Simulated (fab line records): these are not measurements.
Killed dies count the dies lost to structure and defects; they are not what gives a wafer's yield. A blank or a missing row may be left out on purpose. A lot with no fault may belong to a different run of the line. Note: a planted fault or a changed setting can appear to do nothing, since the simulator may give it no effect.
Matching of chambers :: flow nandHarc :: rieDiel-01 running NHARC_A_STAIRCASE_DESCUM_443: 4 sister chambers
The step chemistry O2, time 3 s. 8 wafers are shown with their chamber, then 10 later ones without.

== WAFERS WITH THEIR CHAMBER ==
wafer: L079.4
chamber: 3
showerheadPlenumPTorr (Torr): 1.78
drypumpMotorCurrentA (A): 6.0

wafer: L081.4
chamber: 0
showerheadPlenumPTorr (Torr): 2.07
drypumpMotorCurrentA (A): 4.9

wafer: L081.5
chamber: 2
showerheadPlenumPTorr (Torr): 2.06
drypumpMotorCurrentA (A): 6.4

wafer: L083.1
chamber: 3
showerheadPlenumPTorr (Torr): 1.77
drypumpMotorCurrentA (A): 6.1

wafer: L083.4
chamber: 1
showerheadPlenumPTorr (Torr): 1.99
drypumpMotorCurrentA (A): 6.2

wafer: L083.5
chamber: 2
showerheadPlenumPTorr (Torr): 2.06
drypumpMotorCurrentA (A): 6.4

wafer: L086.1
chamber: 1
showerheadPlenumPTorr (Torr): 1.98
drypumpMotorCurrentA (A): 6.3

wafer: L086.3
chamber: 0
showerheadPlenumPTorr (Torr): 2.06
drypumpMotorCurrentA (A): 4.8

== WAFERS WHOSE CHAMBER IS MISSING ==
wafer: L086.4
showerheadPlenumPTorr (Torr): 2.05
drypumpMotorCurrentA (A): 6.4

wafer: L087.1
showerheadPlenumPTorr (Torr): 1.98
drypumpMotorCurrentA (A): 6.3

wafer: L087.2
showerheadPlenumPTorr (Torr): 2.05
drypumpMotorCurrentA (A): 6.4

wafer: L087.4
showerheadPlenumPTorr (Torr): 1.98
drypumpMotorCurrentA (A): 6.2

wafer: L093.1
showerheadPlenumPTorr (Torr): 2.07
drypumpMotorCurrentA (A): 6.0

wafer: L093.4
showerheadPlenumPTorr (Torr): 2.05
drypumpMotorCurrentA (A): 6.4

wafer: L093.5
showerheadPlenumPTorr (Torr): 2.07
drypumpMotorCurrentA (A): 6.0

wafer: L097.1
showerheadPlenumPTorr (Torr): 2.04
drypumpMotorCurrentA (A): 6.4

wafer: L097.4
showerheadPlenumPTorr (Torr): 2.07
drypumpMotorCurrentA (A): 6.0

wafer: L097.5
showerheadPlenumPTorr (Torr): 1.97
drypumpMotorCurrentA (A): 6.2

== CHAMBER TAKEN BY EACH ==
wafer: L086.4
from the rows above: 2
in truth: 2

wafer: L087.1
from the rows above: 1
in truth: 1

wafer: L087.2
from the rows above: 2
in truth: 2

wafer: L087.4
from the rows above: 1
in truth: 1

wafer: L093.1
from the rows above: 2
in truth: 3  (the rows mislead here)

wafer: L093.4
from the rows above: 2
in truth: 2

wafer: L093.5
from the rows above: 2
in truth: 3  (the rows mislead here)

wafer: L097.1
from the rows above: 2
in truth: 2

wafer: L097.4
from the rows above: 2
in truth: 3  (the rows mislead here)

wafer: L097.5
from the rows above: 1
in truth: 1
Correct placement for 7 of the 10. Number that these rows cannot place: 0. Number placed wrongly: 3.
How it was worked out, from the rows above alone: a wafer's distance from a chamber is the root of the sum, over the readings, of the square of ((its reading less the chamber's mean) divided by the reading's scatter). If the next closest chamber is less than 2 further off than the closest, the wafer can't be placed; otherwise it belongs to the closest. The mean given for a chamber averages the wafers shown for that chamber. The scatter: the root of (the sum of the squares of (reading less its chamber's mean) over the shown wafers, divided by (wafers less chambers)).
